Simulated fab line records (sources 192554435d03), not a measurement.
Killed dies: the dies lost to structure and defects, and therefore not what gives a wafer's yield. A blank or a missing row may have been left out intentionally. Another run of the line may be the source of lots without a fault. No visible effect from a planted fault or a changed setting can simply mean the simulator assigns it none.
Lot-split experiment    flow n5 finfet    7 lots, 39 wafers read, on a route of 1938 steps

== ABOUT THE SPLIT ==
At N5_HKMG_FIN_HK_ALD_01 (deposits HfO2, target thk 1.6 nm, pulse time 3 s, purge time 3 s), the setting ald cycles was moved away from the recipe's 30 on 15 of the 39 wafers read, by -43.3% to +36.7%. For the rest of the wafers, this setting stayed at what the recipe calls for.

== FROM THE SPLIT TO THE READING: what the file shows between them, 4 steps ==
- N5_HKMG_FIN_HK_ANNEAL_02: time 30 s
- N5_HKMG_FIN_ALD_74: deposits La2O3, target thk 0.5 nm, pulse time 6 s, co reactant pulse time 1 s
- N5_HKMG_FIN_WET_ETCH_82: etches La2O3 in dHCl, stops on HfO2, target depth 2 nm, rinse time 30 s
- N5_HKMG_FIN_ALD_36: deposits TiN, target thk 1 nm, pulse time 1 s, purge time 3 s

== THE READING ==
HK_THK, in nm, at N5_HKMG_FIN_THK_MEAS_70 (measures by xrf). Typical for fault-free wafers on this fab line: 1.585 nm, with standard deviation 0.022 nm.

wafer   tool, chamber at the split  ald cycles as run  against the recipe  HK_THK, nm  against lot-mates on the recipe
L078.1  ald hk-03, 1,3,2            30                 recipe              1.578       -
L078.2  ald hk-03, 1,3,2            30                 recipe              1.599       -
L078.3  ald hk-03, 1,3,2            30                 recipe              1.596       -
L082.1  ald hk-02, 3,2,1            30                 recipe              1.599       -
L082.2  ald hk-02, 0,1,2            19                 -36.7%              0.985       -0.605
L082.3  ald hk-02, 3,2,1            30                 recipe              1.563       -
L082.4  ald hk-02, 0,1,2            19                 -36.7%              1.004       -0.586
L082.5  ald hk-02, 0,1,2            19                 -36.7%              0.989       -0.601
L082.6  ald hk-02, 3,2,1            30                 recipe              1.609       -
L083.1  ald hk-01, 0,3,0            41                 +36.7%              2.163       +0.589
L083.2  ald hk-01, 1,2,1            30                 recipe              1.566       -
L083.3  ald hk-01, 0,3,0            41                 +36.7%              2.155       +0.581
L083.4  ald hk-01, 1,2,1            30                 recipe              1.585       -
L083.5  ald hk-01, 0,3,0            41                 +36.7%              2.147       +0.573
L083.6  ald hk-01, 1,2,1            30                 recipe              1.571       -
L085.1  ald hk-01, 1,3,2,0,2,3      30                 recipe              1.585       -
L085.2  ald hk-01, 1,3,2,0,2,3      30                 recipe              1.576       -
L085.3  ald hk-01, 1,3,2,0,2,3      30                 recipe              1.622       -
L085.4  ald hk-01, 1,3,2,0,2,3      30                 recipe              1.593       -
L085.5  ald hk-01, 1,3,2,0,2,3      30                 recipe              1.611       -
L085.6  ald hk-01, 1,3,2,0,2,3      30                 recipe              1.567       -
L090.1  ald hk-02, 0,1,2            36                 +20.0%              1.881       +0.298
L090.2  ald hk-02, 0,1,2            36                 +20.0%              1.942       +0.359
L090.3  ald hk-02, 0,1,2            36                 +20.0%              1.904       +0.321
L090.4  ald hk-02, 3,2,1            30                 recipe              1.567       -
L090.5  ald hk-02, 3,2,1            30                 recipe              1.565       -
L090.6  ald hk-02, 3,2,1            30                 recipe              1.618       -
L091.1  ald hk-03, 1,3,2            30                 recipe              1.571       -
L091.2  ald hk-03, 0,1              17                 -43.3%              0.903       -0.690
L091.3  ald hk-03, 2                17                 -43.3%              0.929       -0.664
L091.4  ald hk-03, 1,3,2            30                 recipe              1.589       -
L091.5  ald hk-03, 1,3,2            30                 recipe              1.619       -
L091.6  ald hk-03, 0,1              17                 -43.3%              0.897       -0.696
L093.1  ald hk-01, 1,2,0            22                 -26.7%              1.154       -0.424
L093.2  ald hk-01, 0,3,3            30                 recipe              1.595       -
L093.3  ald hk-01, 1,2,0            22                 -26.7%              1.146       -0.432
L093.4  ald hk-01, 0,3,3            30                 recipe              1.566       -
L093.5  ald hk-01, 1,2,0            22                 -26.7%              1.153       -0.425
L093.6  ald hk-01, 0,3,3            30                 recipe              1.572       -
Where a row lists several chambers, the file gives one row for several wafers and doesn't say which wafer went through which chamber.

FIT RESULTS
A straight line over all 39 wafers: HK_THK changes by +0.0158 nm for each +1% of ald cycles; r = +1.00; the points scatter about the line by 0.019 nm.
The same after taking each lot's own level away (the mean of its wafers on the recipe; 39 wafers): +0.016 nm for each +1%; r = +1.00; scatter 0.017 nm.
On that fit, the largest move of ald cycles shifts the reading by 0.69 nm.
Across the lots, their own levels run from 1.5740 to 1.5930 nm, a range of 0.9 times the standard deviation given above.
So the lot-to-lot level changes the slope little: the two slopes agree.
Check: for one of the wafers moved furthest among these (-43.3%), held out of the fit, the line's prediction against its lot-mates is -0.693 nm. It came out at -0.69 nm against them.

== ADDITIONAL SPLITS CARRIED BY THESE WAFERS ==
Note: prior to the reading, these wafers also went through further splits. Each is held against what the fit with the lots' levels taken away leaves over:
other split on the same wafers                  wafers away from the commonest value  r with HK_THK (lot level and that fit taken away)
N5_ZERO_LAYER_DEVELOP_10 develop time s         12                                    +0.21
N5_PMOS_HMC_CHANNEL_EPI_ETCH_38 target depth a  15                                    +0.12
N5_SD_EPI_P_EPI_21 time s                       15                                    +0.02

== THE WHOLE CHAIN: every reading that the file lists as answering this split, in the file's order ==
step                     what it does                                                      reading                                                                             change (the file's fit)                 r (the file's)
N5_HKMG_FIN_HK_ALD_01    deposits HfO2, target thk 1.6 nm, pulse time 3 s, purge time 3 s  HfO2_of_HKMG_FIN_HK_ALD_01.thk nm (the simulator's own value, which no gauge read)  +0.0166 nm for each +1% of the setting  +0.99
N5_HKMG_FIN_THK_MEAS_70  measures by xrf                                                   HK_THK                                                                              +0.016 for each +1% of the setting      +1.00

== FILE'S OWN FIT ==
HK_THK changes by +0.016 nm for each +1% of ald cycles, r = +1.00.
